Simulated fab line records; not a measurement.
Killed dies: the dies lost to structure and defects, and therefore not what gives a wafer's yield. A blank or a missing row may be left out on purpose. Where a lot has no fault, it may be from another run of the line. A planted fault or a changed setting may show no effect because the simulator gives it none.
fab line records + flow n5-finfet
record:
- lots: 5
- wafers: 15
- last-day: 17
route steps=1938 shown BEOL_M1@781 BEOL_M4@1111 PASSIVATION@1936
lots that met no fault: from a run of the same line without faults
start-h: hours from the record's opening day to when the first of the lot's shown wafers began + wait-h: hours since the lot's step before + " identical to the entry in the row above + L1.1+2: a single row standing in for several wafers + - no value, or no start given + * or withheld: withheld + < > ~ a bound
route shown NAME@n: NAME is a module with steps in the file, n the number in the route of the first one + usual: mean/standard deviation taken from wafers without a fault + same: alike in all rows + chamber/n: place in a boat + sites: per-site readings + _std_site: how widely they spread, as a standard deviation + _edge_site: outer sites' mean less inner sites' + radius-mm: for every site, how far away it sits from the centre of the wafer + mask NAME#n: copy n + behind: tool/chamber where the wafer was last shaped + hold: reason for holding the lot/hours on hold/outcome of the hold + device: which transistor (n, p or np) failed to switch + end of line: tests run on the same wafers once the route is complete + step lacking rows: just its recipe + killed: dies lost to structure and defects at the first sort, not the wafer's yield + map: per-die view of a wafer (x killed, . not killed, _ where there is no die)
set.NAME: the setting as run; set.NAME@STEP: as run at that earlier step + model.NAME: the simulator's own value behind a step, which no gauge read
lots seen at some steps along the route; tables by step, rows by wafer
services: a tool's chamber out of use, with start hour (start-h, from the record's first day; less than 0 if before it), hours out, and reason
== steps ==
step: N5_BEOL_M1_EBR_24
recipe:
- solvent: PGMEA
- ebr-width-mm: 1.5
step: N5_BEOL_M1_SOFTBAKE_23
recipe:
- temp-c: 110
- time-s: 60
- resist: CAR-EUV
step: N5_BEOL_M1_EXPOSE_25
recipe:
- mask-id: V0
- na: 0.33
- source-shape: quasar
- sigma-inner: 0.2
- sigma-outer: 0.8
- polarization: unpolarized
- defocus-nm: 5
- target-cd-nm: 24
- dose-mj: 63
step: N5_BEOL_M1_PEB_26
recipe:
- peb-temp-c: 100
- peb-time-s: 60
- resist: CAR-EUV
step: N5_BEOL_M1_DEVELOP_27
recipe:
- develop-time-s: 30
- developer: TMAH
- resist: CAR-EUV
- rinse-liquid: surfactant-rinse
- dry: air-spin
- dev-temp-c: 23
step: N5_BEOL_M1_DESCUM_33
recipe:
- chemistry: O2
- time-s: 7
- source-power-w: 50
- bias-power-w: 20
- pressure-mtorr: 20
- rf-frequency-hz: 2.712e+07
- temp-c: 40
- resist: CAR-EUV
- o2-flow-sccm: 225
step: N5_BEOL_M1_ETCH_77
recipe:
- chemistry: N2/H2
- target: underlayer
- target-depth-a: 65
- mask-material: CAR-EUV
- time-s: 5.2
- ion-energy-ev: 200
- pressure-mtorr: 30
- source-w: 840
- bias-w: 150
- n2-flow-sccm: 200
- h2-flow-sccm: 200
- ends: cleared
step: N5_BEOL_M1_ETCH_69
recipe:
- chemistry: CF4
- target: SiARC
- target-depth-a: 156
- mask-material: CAR-EUV
- time-s: 26
- ion-energy-ev: 80
- pressure-mtorr: 40
- source-w: 545
- bias-w: 36
- Ar_flow_sccm: 100
- cf4-flow-sccm: 100
- ends: cleared
step: N5_BEOL_M1_ALD_98
recipe:
- material: SiO2
- target-thk-a: 25
- temp-c: 100
- ald-precursor-family: BDEAS
- ald-co-reactant: O2-plasma
- pulse-time-s: 1
- co-reactant-pulse-time-s: 1
- purge-time-s: 2
- co-reactant-purge-time-s: 2
- ald-cycles: 17
- pressure-torr: 2
step: N5_BEOL_M1_ETCHBACK_99
recipe:
- chemistry: CHF3
- target: SiO2
- target-depth-a: 50
- time-s: 10.4
- source-w: 215
- bias-w: 47
- Ar_flow_sccm: 200
- CHF3_flow_sccm: 12
- ion-energy-ev: 100
- pressure-mtorr: 30
usual:
- CHF3_flow_sccm: 12.00/0.033
- bias-w: 47.02/0.12
- drypump-motor-current-A: 5.5/0.35
- oes-product-au: 0.76/0.087
- rf-vpp-V: 241/4.9
- showerhead-plenum-p-Torr: 2.17/0.053
- throttle-valve-pct: 17.20/0.29
| lot.wafer | tool        | chamber | start-h | wait-h | CHF3_flow_sccm | bias-w | drypump-motor-current-A | oes-product-au | rf-hours-counter-h | rf-vpp-V | showerhead-plenum-p-Torr | throttle-valve-pct | model.CAR-EUV_of_BEOL_M1_COAT_22.thk-nm |
|-----------|-------------|---------|---------|--------|----------------|--------|-------------------------|----------------|--------------------|----------|--------------------------|--------------------|-----------------------------------------|
| L174.1    | rie-diel-02 | 1       | 162.17  | 2.2    | 12.00          | 47.06  | 5.9                     | 0.71           | 207                | 237      | 2.16                     | 17.10              | 10.4                                    |
| L174.4    | "           | 0       | "       | "      | 12.01          | 46.98  | 5.9                     | 0.88           | 34                 | 245      | 2.18                     | 16.91              | 10.2                                    |
| L174.5    | "           | 2       | "       | "      | 11.98          | 47.15  | 5.6                     | 0.70           | -                  | 249      | 2.19                     | 17.01              | 10.4                                    |
| L184.1    | rie-diel-02 | 3       | 233.65  | 1.6    | -              | -      | -                       | -              | -                  | -        | -                        | -                  | 11.2                                    |
| L184.3    | "           | 1       | "       | "      | -              | -      | -                       | -              | -                  | -        | -                        | -                  | 11                                      |
| L184.6    | "           | 2       | "       | "      | -              | -      | -                       | -              | -                  | -        | -                        | -                  | 11.2                                    |
| L186.2    | rie-diel-06 | 0       | 238.65  | 0.2    | -              | -      | -                       | -              | -                  | -        | -                        | -                  | 11.4                                    |
| L186.3    | "           | 1       | "       | "      | -              | -      | -                       | -              | -                  | -        | -                        | -                  | 11.2                                    |
| L186.5    | "           | 1       | "       | "      | -              | -      | -                       | -              | -                  | -        | -                        | -                  | 11.2                                    |
| L187.2    | rie-diel-06 | 3       | 241.63  | 1.0    | -              | -      | -                       | -              | -                  | -        | -                        | -                  | 11                                      |
| L187.5    | "           | 1       | "       | "      | -              | -      | -                       | -              | -                  | -        | -                        | -                  | 11                                      |
| L187.6    | "           | 0       | "       | "      | -              | -      | -                       | -              | -                  | -        | -                        | -                  | 11                                      |
| L189.1    | rie-diel-01 | 2       | 251.15  | 0.9    | 12.02          | 46.87  | 5.9                     | 0.70           | 232                | 245      | 2.15                     | 17.66              | 10.4                                    |
| L189.2    | "           | 1       | "       | "      | 11.99          | 47.26  | 5.5                     | 0.72           | 181                | 246      | 2.21                     | 17.14              | 10.4                                    |
| L189.3    | "           | 3       | "       | "      | 12.01          | 46.80  | 5.2                     | 0.67           | 248                | 240      | 2.08                     | 17.19              | 10.4                                    |
step: N5_BEOL_M1_ETCH_70
recipe:
- chemistry: N2/H2
- target: SOC
- target-depth-a: 800
- overetch-a: 160
- mask-material: SiARC
- temp-c: 40
- time-s: 120
- ion-energy-ev: 200
- pressure-mtorr: 30
- source-w: 840
- bias-w: 150
- n2-flow-sccm: 200
- h2-flow-sccm: 200
usual:
- drypump-motor-current-A: 5.5/0.35
- n2-flow-sccm: 200.0/0.62
- oes-product-au: 0.58/0.063
- rf-vpp-V: 524.4/2.1
- showerhead-plenum-p-Torr: 2.55/0.073
- throttle-valve-pct: 17.90/0.28
| lot.wafer | tool        | chamber | start-h | wait-h | drypump-motor-current-A | n2-flow-sccm | oes-product-au | rf-hours-counter-h | rf-vpp-V | showerhead-plenum-p-Torr | throttle-valve-pct |
|-----------|-------------|---------|---------|--------|-------------------------|--------------|----------------|--------------------|----------|--------------------------|--------------------|
| L174.1    | rie-diel-02 | 1       | 162.20  | 0.0    | 5.9                     | 200.6        | 0.55           | 207                | 524.5    | 2.51                     | 17.62              |
| L174.4    | "           | 0       | "       | "      | 5.9                     | 198.5        | 0.67           | 34                 | 525.0    | 2.56                     | 17.43              |
| L174.5    | "           | 2       | "       | "      | 5.6                     | 199.9        | 0.53           | -                  | 526.7    | 2.58                     | 17.65              |
| L184.1    | rie-diel-02 | 3       | 233.69  | 0.0    | 5.7                     | 200.0        | 0.27           | 248                | 521.6    | 2.50                     | 18.15              |
| L184.3    | "           | 1       | "       | "      | 5.9                     | 200.4        | 0.26           | 227                | 523.2    | 2.50                     | 17.62              |
| L184.6    | "           | 2       | "       | "      | 5.6                     | 199.6        | 0.36           | -                  | 525.6    | 2.57                     | 17.19              |
| L186.2    | rie-diel-06 | 0       | 238.69  | 0.0    | 5.3                     | 200.5        | 0.27           | 175                | 526.6    | 2.65                     | 17.86              |
| L186.3    | "           | 1       | "       | "      | 6.0                     | 200.0        | 0.26           | 233                | 524.7    | 2.62                     | 18.19              |
| L186.5    | "           | 1       | "       | "      | 6.0                     | 199.3        | 0.25           | -                  | 524.2    | 2.62                     | 18.18              |
| L187.2    | rie-diel-06 | 3       | 241.66  | 0.0    | 4.9                     | 200.0        | 0.26           | 238                | 519.7    | 2.38                     | 18.13              |
| L187.5    | "           | 1       | "       | "      | 5.9                     | 199.2        | 0.25           | -                  | 526.2    | 2.62                     | 18.17              |
| L187.6    | "           | 0       | "       | "      | 5.3                     | 200.0        | 0.27           | -                  | 526.4    | 2.65                     | 17.84              |
| L189.1    | rie-diel-01 | 2       | 251.19  | 0.0    | 5.9                     | 199.6        | 0.54           | 232                | 523.6    | 2.51                     | 18.31              |
| L189.2    | "           | 1       | "       | "      | 5.5                     | 199.8        | 0.56           | 181                | 525.4    | 2.63                     | 17.91              |
| L189.3    | "           | 3       | "       | "      | 5.2                     | 199.8        | 0.52           | 248                | 524.2    | 2.50                     | 18.07              |
step: N5_BEOL_M1_STRIP_71
recipe:
- chemistry: N2/H2
- temp-c: 40
- n2-flow-sccm: 200
- h2-flow-sccm: 200
- rf-frequency-hz: 6e+07
step: N5_BEOL_M4_RC_MEAS_101
usual:
- DIBL_N: 36.0/2
- DIBL_P: 35.9/2.5
- IOFF_N: 0.16/0.038
- IOFF_P: 0.21/0.04
- ION_N: 675/14
- ION_P: 462/9.4
- SS_N: 71.5/0.75
- SS_P: 73.2/0.74
- VT_N: 250/3.9
- VT_P: -251/3.2
| lot.wafer | tool      | chamber | start-h | wait-h | DIBL_N[mV/V] | DIBL_P[mV/V] | IOFF_N[nA/um] | IOFF_P[nA/um] | ION_N[uA/um] | ION_P[uA/um] | SS_N[mV/dec] | SS_P[mV/dec] | VT_N[mV] | VT_P[mV] |
|-----------|-----------|---------|---------|--------|--------------|--------------|---------------|---------------|--------------|--------------|--------------|--------------|----------|----------|
| L174.1    | prober-02 | 0       | 199.85  | 0.0    | 36.3         | 36.2         | 0.17          | 0.21          | 686          | 462          | 71.1         | 73.6         | 248      | -251     |
| L174.4    | "         | 0       | "       | "      | 35.0         | 35.9         | 0.14          | 0.20          | 672          | 462          | 71.0         | 73.0         | 252      | -249     |
| L174.5    | "         | 0       | "       | "      | 36.6         | 36.7         | 0.18          | 0.23          | 703          | 480          | 71.3         | 73.7         | 249      | -248     |
| L189.1    | prober-01 | 0       | 295.73  | 0.0    | 38.2         | 37.8         | 0.19          | 0.24          | 693          | 472          | 72.2         | 73.3         | 247      | -250     |
| L189.2    | "         | 0       | "       | "      | 35.3         | 35.8         | 0.12          | 0.22          | 653          | 462          | 70.7         | 73.6         | 254      | -250     |
| L189.3    | "         | 0       | "       | "      | 38.5         | 37.4         | 0.18          | 0.24          | 668          | 457          | 72.6         | 73.9         | 251      | -250     |
step: N5_PASSIVATION_PROBE_49
usual:
- defect-limited-yield: 91.3/1.5
- killed_at_M0_to_M3: 33/12
- killed_at_M4_up: 15/5.2
- killed-at-contacts: 12/5.1
- killed-at-front-end: 39/11
- killed-at-other: 5/3.6
- killed-dies: 103/18
- killed-on-rim: 14/4.3
- killed-open: 67/13
- killed-short: 33/7.8
- sort_bin_5_function: 5.1/0.96
- sort_bin_6_memory: 3.2/0.71
- sort-n-pass: 1077/18
- sort-yield-pct: 91.3/1.5
same:
- gross-dies: 1180
- killed-at-back-side: 0
- sort_bin_4_leakage[%]: 0
- sort_bin_8_speed[%]: 0
| lot.wafer | tool      | chamber | start-h | wait-h | defect-limited-yield[%] | killed_at_M0_to_M3 | killed_at_M4_up | killed-at-contacts | killed-at-front-end | killed-at-other | killed-dies | killed-on-rim | killed-open | killed-short | sort_bin_5_function[%] | sort_bin_6_memory[%] | sort-n-pass | sort-yield-pct[%] |
|-----------|-----------|---------|---------|--------|-------------------------|--------------------|-----------------|--------------------|---------------------|-----------------|-------------|---------------|-------------|--------------|------------------------|----------------------|-------------|-------------------|
| L174.1    | prober-02 | -       | 297.85  | 0.0    | 88.6                    | 60                 | 19              | 7                  | 34                  | 14              | 134         | 15            | 87          | 47           | 6.6                    | 4.4                  | 1046        | 88.6              |
| L174.4    | prober-02 | -       | 298.00  | 0.2    | 90.8                    | 32                 | 8               | 17                 | 42                  | 10              | 109         | 15            | 62          | 37           | 5.3                    | 3.3                  | 1071        | 90.8              |
| L174.5    | prober-02 | -       | 298.05  | 0.2    | 91.9                    | 31                 | 11              | 14                 | 29                  | 11              | 96          | 10            | 69          | 26           | 4.9                    | 3.1                  | 1084        | 91.9              |
| L184.1    | prober-02 | -       | 378.11  | 0.0    | 0                       | 1106               | 11              | 11                 | 47                  | 5               | 1180        | 152           | 70          | 24           | 96.4                   | 3.4                  | 0           | 0                 |
| L184.3    | prober-02 | -       | 378.21  | 0.1    | 0                       | 1118               | 13              | 10                 | 35                  | 4               | 1180        | 152           | 59          | 26           | 97.4                   | 2.5                  | 0           | 0                 |
| L184.6    | prober-02 | -       | 378.36  | 0.3    | 0                       | 1138               | 12              | 10                 | 19                  | 1               | 1180        | 152           | 45          | 16           | 98.1                   | 1.9                  | 0           | 0                 |
| L187.2    | prober-01 | -       | 379.22  | 0.1    | 0                       | 1113               | 13              | 21                 | 28                  | 5               | 1180        | 152           | 60          | 35           | 96.9                   | 3.1                  | 0           | 0                 |
| L187.5    | prober-01 | -       | 379.37  | 0.2    | 0                       | 1116               | 6               | 17                 | 32                  | 9               | 1180        | 152           | 70          | 38           | 96.4                   | 3.1                  | 0           | 0                 |
| L187.6    | prober-01 | -       | 379.42  | 0.3    | 0                       | 1121               | 6               | 18                 | 33                  | 2               | 1180        | 152           | 69          | 22           | 96.4                   | 3.3                  | 0           | 0                 |
| L186.2    | prober-01 | -       | 383.37  | 0.1    | 0                       | 1104               | 15              | 22                 | 39                  | 0               | 1180        | 152           | 80          | 25           | 96.2                   | 3.8                  | 0           | 0                 |
| L186.3    | prober-01 | -       | 383.42  | 0.2    | 0                       | 1091               | 16              | 21                 | 48                  | 4               | 1180        | 152           | 106         | 31           | 94.7                   | 4.9                  | 0           | 0                 |
| L186.5    | prober-01 | -       | 383.52  | 0.3    | 0                       | 1114               | 16              | 9                  | 38                  | 3               | 1180        | 152           | 70          | 34           | 96.9                   | 2.7                  | 0           | 0                 |
killed by level:class
L174.1 BEOL_M0_SAQP:geometric-particle:short=12 BEOL_M2:geometric-particle:open=11 BEOL_M1:geometric-particle:open=10 STI_FIN_REVEAL:geometric-particle:open=8 BEOL_M3:geometric-particle:open=8 BEOL_M4:geometric-particle:open=7 FIN_SAQP:geometric-particle:open=6 PASS1_CAP:geometric-particle:short=6
L174.4 MOL_CONTACT_COAG:geometric-particle:open=13 BEOL_M2:geometric-particle:open=10 FIN_SAQP:geometric-particle:short=9 HKMG_FIN:area-etch=8 BEOL_M1:geometric-particle:short=6 ILD0:geometric-particle:open=5 BEOL_M1:geometric-particle:open=5 ILD0:geometric-particle:short=4
L174.5 MOL_CONTACT_COAG:geometric-particle:open=10 BEOL_M2:geometric-particle:open=8 FIN_SAQP:geometric-particle:open=6 FIN_SAQP:geometric-particle:short=6 BEOL_M1:geometric-particle:open=6 BEOL_M3:geometric-particle:open=6 STI_FIN_REVEAL:geometric-particle:open=5 BEOL_M4:geometric-particle:open=5
L184.1 BEOL_M1:area-etchback=1084 MOL_CONTACT_COAG:geometric-particle:open=10 STI_FIN_REVEAL:geometric-particle:open=7 GATE_CUT:geometric-particle:open=6 BEOL_M0_SAQP:geometric-particle:open=6 DUMMY_GATE:geometric-particle:open=5 BEOL_M1:geometric-particle:open=5 FIN_SAQP:geometric-particle:open=4
L184.3 BEOL_M1:area-etchback=1095 BEOL_M1:geometric-particle:open=11 MOL_CONTACT_COAG:geometric-particle:open=8 GATE_CUT:geometric-particle:open=7 GATE_CUT:geometric-particle:short=6 STI_FIN_REVEAL:geometric-particle:open=5 BEOL_M0_SAQP:geometric-particle:open=5 BEOL_M0_SAQP:geometric-particle:short=4
L184.6 BEOL_M1:area-etchback=1118 MOL_CONTACT_COAG:geometric-particle:open=7 BEOL_M1:geometric-particle:open=6 BEOL_M4:geometric-particle:open=6 BEOL_M0_SAQP:geometric-particle:short=4 STARTING-WAFER:geometric-particle:open=4 DUMMY_GATE:geometric-particle:open=3 MOL_CONTACT_COAG:geometric-particle:short=3
L187.2 BEOL_M1:area-etchback=1085 MOL_CONTACT_COAG:geometric-particle:open=16 BEOL_M0_SAQP:geometric-particle:short=10 BEOL_M0_SAQP:geometric-particle:open=9 STI_FIN_REVEAL:geometric-particle:open=7 GATE_CUT:geometric-particle:short=6 MOL_CONTACT_COAG:geometric-particle:short=5 BEOL_M2:geometric-particle:open=4
L187.5 BEOL_M1:area-etchback=1072 MOL_CONTACT_COAG:geometric-particle:open=11 BEOL_M2:geometric-particle:open=10 STI_FIN_REVEAL:geometric-particle:open=8 BEOL_M0_SAQP:geometric-particle:open=8 BEOL_M1:geometric-particle:open=8 MOL_CONTACT_COAG:geometric-particle:short=6 FIN_SAQP:geometric-particle:open=5
L187.6 BEOL_M1:area-etchback=1089 MOL_CONTACT_COAG:geometric-particle:open=16 BEOL_M2:geometric-particle:open=12 GATE_CUT:geometric-particle:open=7 BEOL_M1:geometric-particle:open=7 BEOL_M0_SAQP:geometric-particle:short=6 GATE_CUT:geometric-particle:short=5 STI_FIN_REVEAL:geometric-particle:open=4
L186.2 BEOL_M1:area-etchback=1075 MOL_CONTACT_COAG:geometric-particle:open=18 FIN_SAQP:geometric-particle:open=13 STI_FIN_REVEAL:geometric-particle:open=11 BEOL_M0_SAQP:geometric-particle:open=6 BEOL_M0_SAQP:geometric-particle:short=6 BEOL_M3:geometric-particle:open=5 BEOL_M5:geometric-particle:open=5
L186.3 BEOL_M1:area-etchback=1040 STI_FIN_REVEAL:geometric-particle:open=17 MOL_CONTACT_COAG:geometric-particle:open=16 FIN_SAQP:geometric-particle:open=11 BEOL_M3:geometric-particle:open=11 BEOL_M0_SAQP:geometric-particle:open=9 BEOL_M1:geometric-particle:open=9 FIN_SAQP:geometric-particle:short=8
L186.5 BEOL_M1:area-etchback=1074 FIN_SAQP:geometric-particle:open=10 FIN_SAQP:geometric-particle:short=9 BEOL_M3:geometric-particle:open=8 MOL_CONTACT_COAG:geometric-particle:open=7 BEOL_M2:geometric-particle:open=7 BEOL_M0_SAQP:geometric-particle:open=6 BEOL_M0:geometric-particle:open=5
map L184.1 (x killed, . not)
_________________xxxxxxxxxxxx________________
______________xxxxxxxxxxxxxxxxxx_____________
___________xxxxxxxxxxxxxxxxxxxxxxxx__________
__________xxxxxxxxxxxxxxxxxxxxxxxxxx_________
________xxxxxxxxxxxxxxxxxxxxxxxxxxxxxx_______
_______xxxxxxxxxxxxxxxxxxxxxxxxxxxxxxxx______
______xxxxxxxxxxxxxxxxxxxxxxxxxxxxxxxxxx_____
_____xxxxxxxxxxxxxxxxxxxxxxxxxxxxxxxxxxxx____
____xxxxxxxxxxxxxxxxxxxxxxxxxxxxxxxxxxxxxx___
___xxxxxxxxxxxxxxxxxxxxxxxxxxxxxxxxxxxxxxxx__
___xxxxxxxxxxxxxxxxxxxxxxxxxxxxxxxxxxxxxxxx__
__xxxxxxxxxxxxxxxxxxxxxxxxxxxxxxxxxxxxxxxxxx_
__xxxxxxxxxxxxxxxxxxxxxxxxxxxxxxxxxxxxxxxxxx_
_xxxxxxxxxxxxxxxxxxxxxxxxxxxxxxxxxxxxxxxxxxxx
_xxxxxxxxxxxxxxxxxxxxxxxxxxxxxxxxxxxxxxxxxxxx
_xxxxxxxxxxxxxxxxxxxxxxxxxxxxxxxxxxxxxxxxxxxx
_xxxxxxxxxxxxxxxxxxxxxxxxxxxxxxxxxxxxxxxxxxxx
_xxxxxxxxxxxxxxxxxxxxxxxxxxxxxxxxxxxxxxxxxxxx
_xxxxxxxxxxxxxxxxxxxxxxxxxxxxxxxxxxxxxxxxxxxx
_xxxxxxxxxxxxxxxxxxxxxxxxxxxxxxxxxxxxxxxxxxxx
_xxxxxxxxxxxxxxxxxxxxxxxxxxxxxxxxxxxxxxxxxxxx
__xxxxxxxxxxxxxxxxxxxxxxxxxxxxxxxxxxxxxxxxxx_
__xxxxxxxxxxxxxxxxxxxxxxxxxxxxxxxxxxxxxxxxxx_
___xxxxxxxxxxxxxxxxxxxxxxxxxxxxxxxxxxxxxxxx__
___xxxxxxxxxxxxxxxxxxxxxxxxxxxxxxxxxxxxxxxx__
____xxxxxxxxxxxxxxxxxxxxxxxxxxxxxxxxxxxxxx___
_____xxxxxxxxxxxxxxxxxxxxxxxxxxxxxxxxxxxx____
______xxxxxxxxxxxxxxxxxxxxxxxxxxxxxxxxxx_____
_______xxxxxxxxxxxxxxxxxxxxxxxxxxxxxxxx______
________xxxxxxxxxxxxxxxxxxxxxxxxxxxxxx_______
__________xxxxxxxxxxxxxxxxxxxxxxxxxx_________
___________xxxxxxxxxxxxxxxxxxxxxxxx__________
______________xxxxxxxxxxxxxxxxxx_____________
_________________xxxxxxxxxxxx________________
map L186.2 (x killed, . not)
_________________xxxxxxxxxxxx________________
______________xxxxxxxxxxxxxxxxxx_____________
___________xxxxxxxxxxxxxxxxxxxxxxxx__________
__________xxxxxxxxxxxxxxxxxxxxxxxxxx_________
________xxxxxxxxxxxxxxxxxxxxxxxxxxxxxx_______
_______xxxxxxxxxxxxxxxxxxxxxxxxxxxxxxxx______
______xxxxxxxxxxxxxxxxxxxxxxxxxxxxxxxxxx_____
_____xxxxxxxxxxxxxxxxxxxxxxxxxxxxxxxxxxxx____
____xxxxxxxxxxxxxxxxxxxxxxxxxxxxxxxxxxxxxx___
___xxxxxxxxxxxxxxxxxxxxxxxxxxxxxxxxxxxxxxxx__
___xxxxxxxxxxxxxxxxxxxxxxxxxxxxxxxxxxxxxxxx__
__xxxxxxxxxxxxxxxxxxxxxxxxxxxxxxxxxxxxxxxxxx_
__xxxxxxxxxxxxxxxxxxxxxxxxxxxxxxxxxxxxxxxxxx_
_xxxxxxxxxxxxxxxxxxxxxxxxxxxxxxxxxxxxxxxxxxxx
_xxxxxxxxxxxxxxxxxxxxxxxxxxxxxxxxxxxxxxxxxxxx
_xxxxxxxxxxxxxxxxxxxxxxxxxxxxxxxxxxxxxxxxxxxx
_xxxxxxxxxxxxxxxxxxxxxxxxxxxxxxxxxxxxxxxxxxxx
_xxxxxxxxxxxxxxxxxxxxxxxxxxxxxxxxxxxxxxxxxxxx
_xxxxxxxxxxxxxxxxxxxxxxxxxxxxxxxxxxxxxxxxxxxx
_xxxxxxxxxxxxxxxxxxxxxxxxxxxxxxxxxxxxxxxxxxxx
_xxxxxxxxxxxxxxxxxxxxxxxxxxxxxxxxxxxxxxxxxxxx
__xxxxxxxxxxxxxxxxxxxxxxxxxxxxxxxxxxxxxxxxxx_
__xxxxxxxxxxxxxxxxxxxxxxxxxxxxxxxxxxxxxxxxxx_
___xxxxxxxxxxxxxxxxxxxxxxxxxxxxxxxxxxxxxxxx__
___xxxxxxxxxxxxxxxxxxxxxxxxxxxxxxxxxxxxxxxx__
____xxxxxxxxxxxxxxxxxxxxxxxxxxxxxxxxxxxxxx___
_____xxxxxxxxxxxxxxxxxxxxxxxxxxxxxxxxxxxx____
______xxxxxxxxxxxxxxxxxxxxxxxxxxxxxxxxxx_____
_______xxxxxxxxxxxxxxxxxxxxxxxxxxxxxxxx______
________xxxxxxxxxxxxxxxxxxxxxxxxxxxxxx_______
__________xxxxxxxxxxxxxxxxxxxxxxxxxx_________
___________xxxxxxxxxxxxxxxxxxxxxxxx__________
______________xxxxxxxxxxxxxxxxxx_____________
_________________xxxxxxxxxxxx________________
== services ==
| tool        | chamber | start-h | hours | kind                          |
|-------------|---------|---------|-------|-------------------------------|
| rie-diel-06 | 2       | 139.56  | 7.7   | repair                        |
| rie-diel-01 | 3       | 142.69  | 2.2   | repair                        |
| rie-diel-02 | 1       | 178.83  | 7.1   | repair                        |
| rie-diel-02 | 2       | 196.07  | -     | clean                         |
| rie-diel-02 | 2       | 196.07  | -     | consumable-replace:focus-ring |
| rie-diel-02 | 2       | 196.07  | 16.8  | scheduled-down                |
| rie-diel-02 | 2       | 196.07  | 16.8  | vent-cycle                    |
| rie-diel-01 | 2       | 220.13  | 3.2   | repair                        |
| rie-diel-02 | 3       | 236.85  | -     | clean                         |
| rie-diel-02 | 3       | 236.85  | -     | consumable-replace:focus-ring |
| rie-diel-02 | 3       | 236.85  | 19.3  | scheduled-down                |
| rie-diel-02 | 3       | 236.85  | 19.3  | vent-cycle                    |
== key ==
first-sign:
- step: N5_BEOL_M1_ETCHBACK_99
- reading: tool-record
- direction: missing
effect:
- step: N5_BEOL_M1_ETCH_70
- reading: oes-product-au
- direction: down
- sigmas: 4.9
- usual: 0.58
- struck: 0.27
effect:
- step: N5_PASSIVATION_PROBE_49
- reading: sort_bin_5_function
- direction: up
- sigmas: 95
- usual: 5.1
- struck: 96.6
model-effect:
- step: N5_BEOL_M1_ETCHBACK_99
- value: CAR-EUV_of_BEOL_M1_COAT_22.thk-nm
- without: 10.42
- struck: 11.13
more-kills-born-at:
- N5_BEOL_M1_ETCHBACK_99@rie-diel-06: 6435
- N5_BEOL_M1_ETCHBACK_99@rie-diel-02: 3297
met-at N5_BEOL_M1_ETCHBACK_99
struck-wafers L184.1,L184.3,L184.6,L186.2,L186.3,L186.5,L187.2,L187.5,L187.6
later-rows-left-out L184.1,L184.3,L184.6,L186.2,L186.3,L186.5,L187.2,L187.5,L187.6
onset-between 162.17 233.65
fault:
- kind: skipped-step-whole
- tool: rie-diel-02,rie-diel-06
- chamber: -
- onset-h: 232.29
- steps: N5_BEOL_M1_ETCHBACK_99
- scope: struck-lots-only
later-rows-left-out: the simulator's readings of these wafers behind a module that went badly wrong aren't trusted and aren't shown, but for the sort
